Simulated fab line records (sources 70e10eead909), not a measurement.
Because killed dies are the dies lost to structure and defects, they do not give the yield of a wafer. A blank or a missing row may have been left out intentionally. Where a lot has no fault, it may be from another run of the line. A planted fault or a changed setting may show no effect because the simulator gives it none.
Which tool was responsible? | flow nandHarc | 13 lots with 39 wafers sampled at 5 steps, on a route of 1302 steps

## WHAT THE GAUGES READ, wafer by wafer
NHARC_END_SORT_01.
lot  | measured     | on        | killedAtArray | killedAtOther | killedAtPeriphery | killedDies  | killedOpen | killedShort
L193 | day 24 07:14 | prober-01 | 88 73 71      | 0 2 1         | 6 5 6             | 94 80 78    | 3 2 1      | 7 3 2
L194 | day 24 23:50 | prober-01 | 77 100 88     | 1 2 0         | 8 8 5             | 86 110 93   | 5 3 2      | 3 3 2
L195 | day 24 23:45 | prober-02 | 46 40 40      | 1 1 1         | 4 1 2             | 51 42 43    | 2 2 0      | 5 2 3
L196 | day 25 08:20 | prober-02 | 54 66 51      | 2 0 0         | 4 3 0             | 60 69 51    | 4 6 1      | 2 0 2
L198 | day 26 01:19 | prober-02 | 83 75 88      | 3 3 4         | 2 2 6             | 88 80 98    | 5 3 2      | 3 2 5
L199 | day 26 21:53 | prober-01 | 71 74 78      | 1 0 0         | 2 2 2             | 74 76 80    | 5 6 4      | 1 2 3
L200 | day 27 15:21 | prober-02 | 50 51 62      | 0 0 0         | 1 3 2             | 51 54 64    | 4 2 2      | 0 4 3
L201 | day 28 16:53 | prober-01 | 64 62 50      | 1 0 3         | 3 2 2             | 68 64 55    | 5 4 4      | 1 2 0
L202 | day 28 04:12 | prober-01 | 61 63 58      | 1 2 0         | 5 4 4             | 67 69 62    | 2 0 2      | 3 0 2
L207 | day 30 12:36 | prober-02 | 667 669 667   | 1 0 0         | 9 8 10            | 677 677 677 | 3 4 5      | 2 3 4
L212 | day 32 18:23 | prober-01 | 69 54 62      | 0 0 1         | 1 1 3             | 70 55 66    | 2 4 6      | 2 3 5
L213 | day 32 07:51 | prober-02 | 67 84 71      | 0 1 2         | 2 3 6             | 69 88 79    | 2 2 5      | 3 2 1
L216 | day 34 03:35 | prober-02 | 54 56 45      | 0 0 0         | 3 4 3             | 57 60 48    | 6 5 6      | 6 3 1

## TOOL THAT RAN EACH LOT (tool first, then ch and the chambers of the sampled wafers, then the start)
lot  | NHARC_A_STAIRCASE_CVD_552   | NHARC_THIN_TSV_STRIP_62             | NHARC_THIN_TSV_PRE_CLEAN_50            | NHARC_THIN_TSV_ANNEAL_52
L193 | lpcvd-01 ch 1, day 17 11:53 | plasmaAsher-02 ch 0,1, day 23 16:59 | pvdSputter-01, day 23 18:22 or earlier | rtpAnneal-02 ch 0, day 23 18:22
L194 | lpcvd-01 ch 1, day 17 20:58 | plasmaAsher-02 ch 0,1, day 24 11:30 | pvdSputter-01, day 24 13:19 or earlier | rtpAnneal-02 ch 0, day 24 13:19
L195 | lpcvd-02 ch 0, day 18 04:49 | plasmaAsher-02 ch 0,1, day 24 12:46 | pvdSputter-02, day 24 14:07 or earlier | rtpAnneal-01 ch 0, day 24 14:07
L196 | lpcvd-02 ch 0, day 18 04:49 | plasmaAsher-02 ch 0,1, day 24 10:13 | pvdSputter-01, day 24 11:37 or earlier | rtpAnneal-01 ch 0, day 24 11:37
L198 | lpcvd-01 ch 0, day 19 05:32 | plasmaAsher-01 ch 0, day 25 10:13   | pvdSputter-02, day 25 11:39 or earlier | rtpAnneal-02 ch 0, day 25 11:39
L199 | lpcvd-01 ch 1, day 19 23:51 | plasmaAsher-01 ch 0,1, day 26 08:51 | pvdSputter-01, day 26 10:14 or earlier | rtpAnneal-01 ch 0, day 26 10:14
L200 | lpcvd-01 ch 1, day 20 17:29 | plasmaAsher-01 ch 0,1, day 27 01:20 | pvdSputter-01, day 27 02:45 or earlier | rtpAnneal-01 ch 0, day 27 02:45
L201 | lpcvd-01 ch 0, day 21 00:01 | plasmaAsher-01 ch 0,1, day 28 05:01 | pvdSputter-02, day 28 06:25 or earlier | rtpAnneal-02 ch 0, day 28 06:25
L202 | lpcvd-01 ch 0, day 21 09:17 | plasmaAsher-02 ch 0,1, day 27 15:00 | pvdSputter-03, day 27 16:32 or earlier | rtpAnneal-01 ch 0, day 27 16:32
L207 | lpcvd-01 ch 0, day 23 05:01 | -                                   | -                                      | -
L212 | lpcvd-02 ch 1, day 25 09:56 | plasmaAsher-01 ch 0,1, day 32 05:56 | pvdSputter-01, day 32 07:18 or earlier | rtpAnneal-01 ch 0, day 32 07:18
L213 | lpcvd-02 ch 1, day 25 09:56 | plasmaAsher-02 ch 0,1, day 31 21:04 | pvdSputter-02, day 31 22:25 or earlier | rtpAnneal-02 ch 0, day 31 22:25
L216 | lpcvd-01 ch 0, day 27 10:29 | plasmaAsher-02 ch 0,1, day 33 13:57 | pvdSputter-01, day 33 15:20 or earlier | rtpAnneal-01 ch 0, day 33 15:20
- NHARC_A_STAIRCASE_CVD_552: deposits SiNx, target thk 40 nm.
- NHARC_THIN_TSV_STRIP_62: strips in N2/H2, time 20 s.
- NHARC_THIN_TSV_PRE_CLEAN_50: time 30 s.
- NHARC_THIN_TSV_ANNEAL_52: time 90 s.

## AS READ BY THE TOOLS THEMSELVES (means over the sampled wafers that have a number; for cases with no such wafer, the mark the record gives instead)
NHARC_A_STAIRCASE_CVD_552.
lot  | tool     | spikeTcBottomC (C) | spikeTcTopC (C) | zonePowerTopPct (%)
L193 | lpcvd-01 | 721                | 715.5           | 18.6
L194 | lpcvd-01 | 721                | 716.0           | 18.7
L195 | lpcvd-02 | 720                | 719.5           | 22.6
L196 | lpcvd-02 | 721                | 720.4           | 22.9
L198 | lpcvd-01 | 725                | 718.0           | 23.5
L199 | lpcvd-01 | 721                | 715.1           | 18.5
L200 | lpcvd-01 | 721                | 716.1           | 18.7
L201 | lpcvd-01 | 724                | 718.2           | 23.6
L202 | lpcvd-01 | 725                | 718.5           | 23.4
L207 | lpcvd-01 | 725                | 717.4           | 23.2
L212 | lpcvd-02 | 717                | 722.3           | 23.0
L213 | lpcvd-02 | 718                | 721.9           | 23.0
L216 | lpcvd-01 | 725                | 718.3           | 23.2

NHARC_THIN_TSV_STRIP_62.
lot  | tool           | drypumpMotorCurrentA (A) | heaterPowerW (W)
L193 | plasmaAsher-02 | 5.77                     | 328
L194 | plasmaAsher-02 | 5.77                     | 323
L195 | plasmaAsher-02 | 5.61                     | 340
L196 | plasmaAsher-02 | 5.60                     | 334
L198 | plasmaAsher-01 | 5.49                     | 328
L199 | plasmaAsher-01 | 5.49                     | 333
L200 | plasmaAsher-01 | 5.50                     | 331
L201 | plasmaAsher-01 | 5.49                     | 330
L202 | plasmaAsher-02 | 5.77                     | 315
L212 | plasmaAsher-01 | 5.48                     | 343
L213 | plasmaAsher-02 | 5.58                     | 333
L216 | plasmaAsher-02 | 5.77                     | 313

NHARC_THIN_TSV_PRE_CLEAN_50.
lot  | tool          | heaterPowerW (W)
L193 | pvdSputter-01 | 525
L194 | pvdSputter-01 | 482
L195 | pvdSputter-02 | 449
L196 | pvdSputter-01 | 480
L198 | pvdSputter-02 | 449
L199 | pvdSputter-01 | 500
L200 | pvdSputter-01 | 436
L201 | pvdSputter-02 | 442
L202 | pvdSputter-03 | 420
L212 | pvdSputter-01 | 476
L213 | pvdSputter-02 | 452
L216 | pvdSputter-01 | 489

NHARC_THIN_TSV_ANNEAL_52.
lot  | tool         | wafer_temp_C_max
L193 | rtpAnneal-02 | 225.85
L194 | rtpAnneal-02 | 225.96
L195 | rtpAnneal-01 | 225.96
L196 | rtpAnneal-01 | 226.26
L198 | rtpAnneal-02 | 226.01
L199 | rtpAnneal-01 | 225.91
L200 | rtpAnneal-01 | 226.17
L201 | rtpAnneal-02 | 226.26
L202 | rtpAnneal-01 | 226.11
L212 | rtpAnneal-01 | 226.23
L213 | rtpAnneal-02 | 225.96
L216 | rtpAnneal-01 | 226.18

## THE ANSWER, worked out from the rows above alone
Rule: usual is defined by the lots themselves. Put in order of their means at a reading, lots are off if they are a third of the lots or fewer, leave a main group of 4 or more, and stand apart from it by a gap of 3 or more times the standard deviation of the main group's means; of several such gaps the widest counts. The tables above print the reading to a certain number of digits; a main group whose means all agree to those digits is not used. Also off: a lot with no number at a reading for which 4 or more lots have one. The other lots that the step has rows for count as sound. After the gauges, taken in route order, come the tools' own readings; for these a lot's mean is taken, as printed above. The first step at which some lot is off is used, and at that step the reading that is off furthest; a lot without a number counts as furthest.
Off, at NHARC_END_SORT_01 on killedAtArray: L207. The main group: mean 65, standard deviation 13.
A tool fits if, at a process step before that reading, it ran every lot that is off, and no sound lot after the first of them. The gauges at NHARC_END_SORT_01 are tried like those tools. Because NHARC_THIN_TSV_PRE_CLEAN_50 lacks a start for some lots, the hours and order of its lots are taken from NHARC_THIN_TSV_ANNEAL_52. No candidate that was tried fits.

## WHAT HAD BEEN PUT IN BY THE SIMULATOR
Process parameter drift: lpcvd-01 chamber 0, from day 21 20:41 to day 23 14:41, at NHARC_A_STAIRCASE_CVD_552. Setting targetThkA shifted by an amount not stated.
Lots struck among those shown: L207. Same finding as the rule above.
